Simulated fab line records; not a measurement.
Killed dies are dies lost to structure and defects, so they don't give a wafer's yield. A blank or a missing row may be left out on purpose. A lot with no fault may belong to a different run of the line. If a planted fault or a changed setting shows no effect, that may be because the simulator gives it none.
The same fault as seen by 2 desks	flow nandHarc	what lay behind the numbers comes last; until then each desk has only its own

== THE TOOL OWNER'S DESK: rieDiel-13 ==
The tool's own readings at NHARC_A_BLC_ETCH_17 (etches the open film in N2/H2, target depth 390 nm, time 609.38 s): means of the sampled wafers that have a number, for each lot that ran on this tool. Marked OUT: a lot whose mean sits more than 4 standard deviations from the usual mean, which makes it out of limits; the brackets give that distance.
Columns: A = drypumpMotorCurrentA at NHARC_A_BLC_ETCH_17, usual 5.7 A; B = oesProductAu at NHARC_A_BLC_ETCH_17, usual 1.003 a.u.; C = rfVppV at NHARC_A_BLC_ETCH_17, usual 429.8 V; D = showerheadPlenumPTorr at NHARC_A_BLC_ETCH_17, usual 2.01 Torr; E = throttleValvePct at NHARC_A_BLC_ETCH_17, usual 14.172 %
lot	first seen here	A	B	C	D	E
L493	day 23 13:20	6.0	1.001	430.7	2.07	14.175
L495	day 23 19:16	6.3	0.990	432.7	2.13	14.161
L496	day 23 22:14	6.1	1.015	431.6	2.04	14.176
L498	day 25 09:04	6.0	1.003	432.0	2.04	14.176
L499	day 26 07:14	6.0	1.002	430.6	2.07	14.174
L500	day 26 17:53	5.8	1.000	428.7	1.97	14.170
L501	day 26 22:42	6.0	1.001	430.4	2.04	14.179
L502	day 27 04:24	6.0	0.999	429.9	2.04	14.173
L511	day 31 01:42	6.0	0.949 (-4.9) OUT	429.0	1.97	14.168
L512	day 31 15:06	5.8	0.930 (-6.6) OUT	431.3	2.06	14.166
This desk finds L511, L512 out of limits, L511 being first, at day 31 01:42 (oesProductAu at NHARC_A_BLC_ETCH_17). L493, L495, L496, L498, L499, L500, L501, L502 stayed within limits.

== THE DEFECT DESK ==
Per lot, the means of the sampled wafers with a number show what the inspections along the route counted. Marked OUT: a lot whose mean sits more than 4 standard deviations from the usual mean, which makes it out of limits; the brackets give that distance.
Columns: A = rawDefectCount at NHARC_A_BLC_INSPECT_12, usual 89
lot	first seen here	A
L493	day 23 13:03	109
L495	day 23 18:59	152
L496	day 23 21:57	20
L497	day 24 10:34	67
L498	day 25 08:44	74
L499	day 26 06:52	138
L500	day 26 17:38	86
L501	day 26 22:25	48
L502	day 27 04:07	108
L503	day 27 08:07	50
L511	day 31 01:20	88
L513	day 31 08:51	78
L512	day 31 14:47	84
Result from this desk: across the 13 lots, nothing is out of limits.

== TAKEN TOGETHER ==
The tool owner's desk had the chance to raise an alarm at day 31 01:42 on L511, L512.
Nothing the defect desk looked at was out of limits.
The defect desk has L511, L512 on record, within its limits.
Every lot named ran NHARC_A_BLC_ETCH_17 on rieDiel-13.

== WHAT THE SIMULATOR PUT IN ==
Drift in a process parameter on rieDiel-13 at NHARC_A_BLC_ETCH_17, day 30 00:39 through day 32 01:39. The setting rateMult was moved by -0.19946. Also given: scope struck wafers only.
Lots struck among those shown: L511, L512.
Delay in hours, fault start to first out-of-limits reading, by desk: the tool owner's desk at 25.
